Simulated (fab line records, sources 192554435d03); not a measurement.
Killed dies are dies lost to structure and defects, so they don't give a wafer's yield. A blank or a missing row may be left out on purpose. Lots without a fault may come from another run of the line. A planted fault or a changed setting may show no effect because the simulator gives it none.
A struck lot beside a sound one | flow n5_finfet | 35 steps out of a route of 1938
Sound: wafers L161.1, L161.3, L161.5. Struck: wafer L171.3. (L171.1, L171.2 of the same lot were not struck and are left out.) The cause comes at the end.
At each step with rows: each side's tool, then ch and its chambers, then its first start. Under that, the readings that differ: sound wafers | struck wafers | difference of the means | sigmas: that difference in standard deviations of wafers without a fault.
alike: readings whose means differ by less than 2 such deviations, and words and numbers that are the same on both sides. not compared: withheld readings, readings that some wafer has no value for, bounds like >300 that may hide the same value, and numbers for which the record gives no deviation and whose values overlap.
The two part at a step that has a row with sigmas, a row that says differs or no value, or rows on one side only. Numbers that don't overlap but have no deviation are shown without sigmas and don't part them. A reading that every wafer of one side lacks parts them only if that side has two wafers or more.

first, 9 steps without rows for these wafers: N5_BEOL_M7_COAT_22 (resist thk 30 nm); N5_BEOL_M7_EBR_24; N5_BEOL_M7_SOFTBAKE_23 (time 60 s); N5_BEOL_M7_EXPOSE_25 (exposes mask V6, target cd 40 nm); N5_BEOL_M7_PEB_26 (peb time 60 s); N5_BEOL_M7_DEVELOP_27 (develop time 30 s); N5_BEOL_M7_DESCUM_33 (chemistry O2, time 7 s); N5_BEOL_M7_ETCH_72 (etches underlayer in N2/H2, target depth 6.5 nm, time 5.2 s); N5_BEOL_M7_ETCH_65 (etches SiARC in CF4, target depth 15.6 nm, time 26 s).
N5_BEOL_M7_ETCH_66: etches SOC in N2/H2, target depth 80 nm, overetch 16 nm, time 120 s.
  sound on rie_diel-06 ch 1,2,3, day 9 13:44; struck on rie_diel-06 ch 3, day 12 10:10
  alike: chamber_pressure_mTorr, drypump_motor_current_A, oes_product_au, rf_vpp_V, showerhead_plenum_p_Torr, throttle_valve_pct
  not compared: rf_hours_counter_h
then, 24 steps without rows for these wafers: N5_BEOL_M7_STRIP_69 (strips in N2/H2); N5_BEOL_M7_STRIP_73 (strips in N2/H2); N5_BEOL_M7_VIA_ETCH_34 (etches SiCOH lowk in C4F6/O2, target depth 125.5 nm, time 50.5 s); N5_BEOL_M7_STRIP_76 (strips in C4F6/O2); N5_BEOL_M7_STRIP_36 (strips in N2/H2); N5_BEOL_M7_TRENCH_ETCH_37 (etches SiCOH lowk in C4F6/O2, target depth 93.478 nm, time 31.2 s); N5_BEOL_M7_ETCH_41 (etches SiCN in CH3F/O2, target depth 31.9 nm, time 57.8 s); N5_BEOL_M7_STRIP_80 (strips in N2/H2, time 10 s); N5_BEOL_M7_HM_STRIP_39 (strips TiN in peroxide tin strip, target depth 25 nm, time 158 s); N5_BEOL_M7_SRD_40 (time 30 s); N5_BEOL_M7_PRECLEAN_42 (cleans in residue remover, time 60 s); N5_BEOL_M7_SRD_43 (time 30 s); N5_BEOL_M7_CURE_75 (cures SiCOH lowk, time 120 s); N5_BEOL_M7_DEGAS_44 (time 60 s); N5_BEOL_M7_PRE_CLEAN_45 (time 30 s); N5_BEOL_M7_ALD_77 (deposits TaN, target thk 2 nm, pulse time 2 s, purge time 3 s); N5_BEOL_M7_SURFACE_TREAT_79; N5_BEOL_M7_CVD_78 (deposits Co from CCTBA/H2, target thk 2 nm, time 142.3 s); N5_BEOL_M7_SPUTTER_48 (material Cu, target thk 10 nm, time 1.667 s); N5_BEOL_M7_ECD_50 (material Cu, target thk 300 nm); N5_BEOL_M7_ANNEAL_51 (time 90 s); N5_BEOL_M7_CMP_52 (polishes, stops on SiCOH lowk, t overpolish 6.9 s, target thk 80 nm); N5_BEOL_M7_PRE_CLEAN_55 (time 15 s); N5_BEOL_M7_DEP_56 (deposits SiCN from 3MS/NH3, target thk 10 nm, time 17.5 s).
-- the record jumps here: 3 days lie between the struck wafers' starts before and after (it left off in module BEOL_M7 and takes up again in module PASSIVATION, whose first step shown is number 1936 of the route) --
N5_PASSIVATION_PROBE_49:
  the record has rows for the struck wafers here (prober-02, day 15 16:22) and none for the sound ones

WHERE THEY PART
Only at N5_PASSIVATION_PROBE_49, within this record.

WHY: what the simulator had put in
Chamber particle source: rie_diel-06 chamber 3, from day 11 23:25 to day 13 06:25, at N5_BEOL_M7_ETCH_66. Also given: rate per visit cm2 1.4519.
